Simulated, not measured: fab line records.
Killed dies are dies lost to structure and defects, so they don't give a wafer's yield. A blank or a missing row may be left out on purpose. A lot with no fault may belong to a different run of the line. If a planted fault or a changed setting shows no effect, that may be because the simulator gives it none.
Chamber matching | flow n5_finfet | 3 sister chambers for N5_BEOL_M5_CO_CAP_78 on cvd_co-01
The step material Co, precursor CCTBA/H2, target thk 2 nm, time 102.1 s. 39 wafers are shown with their chamber, then 12 later ones without.

== WAFERS, EACH WITH ITS CHAMBER ==
wafer  | chamber | heater_power_w (W)
L078.2 | 2       | 232
L078.4 | 1       | 229
L078.6 | 2       | 229
L079.1 | 1       | 239
L079.2 | 0       | 245
L079.3 | 2       | 227
L079.4 | 1       | 242
L079.5 | 2       | 231
L079.6 | 0       | 246
L081.1 | 0       | 250
L081.2 | 1       | 238
L081.3 | 1       | 236
L081.4 | 0       | 243
L081.5 | 0       | 251
L081.6 | 1       | 238
L083.1 | 0       | 252
L083.4 | 0       | 250
L083.5 | 1       | 234
L082.1 | 0       | 247
L082.2 | 1       | 243
L082.6 | 0       | 250
L087.1 | 0       | 252
L087.2 | 1       | 236
L087.3 | 2       | 227
L087.4 | 2       | 232
L087.5 | 1       | 240
L087.6 | 0       | 249
L089.4 | 2       | 232
L089.5 | 1       | 243
L089.6 | 0       | 254
L091.1 | 1       | 240
L091.2 | 0       | 251
L091.3 | 2       | 228
L094.1 | 0       | 253
L094.4 | 0       | 239
L094.6 | 1       | 238
L090.1 | 0       | 249
L090.2 | 1       | 242
L090.3 | 2       | 225

SIGNATURES (averages over the wafers above)
reading        | chamber 0 | chamber 1 | chamber 2 | scatter within a chamber
heater_power_w | 248.81    | 238.43    | 229.22    | 3.66
Rule: a wafer lies at a distance from a chamber equal to the root of the sum of squares, over the readings, of (its reading less the chamber's mean, divided by the reading's scatter). The wafer belongs to the nearest chamber; if the next one is less than 2 further off, it can't be placed. The scatter: the root of (the sum of the squares of (reading less its chamber's mean) over the shown wafers, divided by (wafers less chambers)).

== WAFERS WITH NO CHAMBER GIVEN ==
wafer  | heater_power_w (W)
L090.4 | 237
L090.5 | 244
L090.6 | 228
L096.2 | 240
L096.4 | 252
L096.6 | 228
L095.1 | 228
L095.3 | 225
L095.4 | 249
L097.1 | 231
L097.5 | 254
L097.6 | 230

== EACH ONE'S CHAMBER ==
wafer  | from the rows above     | in truth
L090.4 | can't be placed: 1 or 2 | 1
L090.5 | can't be placed: 0 or 1 | 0
L090.6 | 2                       | 2
L096.2 | can't be placed: 1 or 0 | 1
L096.4 | 0                       | 0
L096.6 | 2                       | 2
L095.1 | 2                       | 2
L095.3 | 2                       | 2
L095.4 | 0                       | 0
L097.1 | can't be placed: 2 or 1 | 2
L097.5 | 0                       | 0
L097.6 | 2                       | 2
Placed correctly: 8 of 12. Not placeable from these rows: 4 (in 4, the candidates include the true chamber). Placed wrongly: 0.
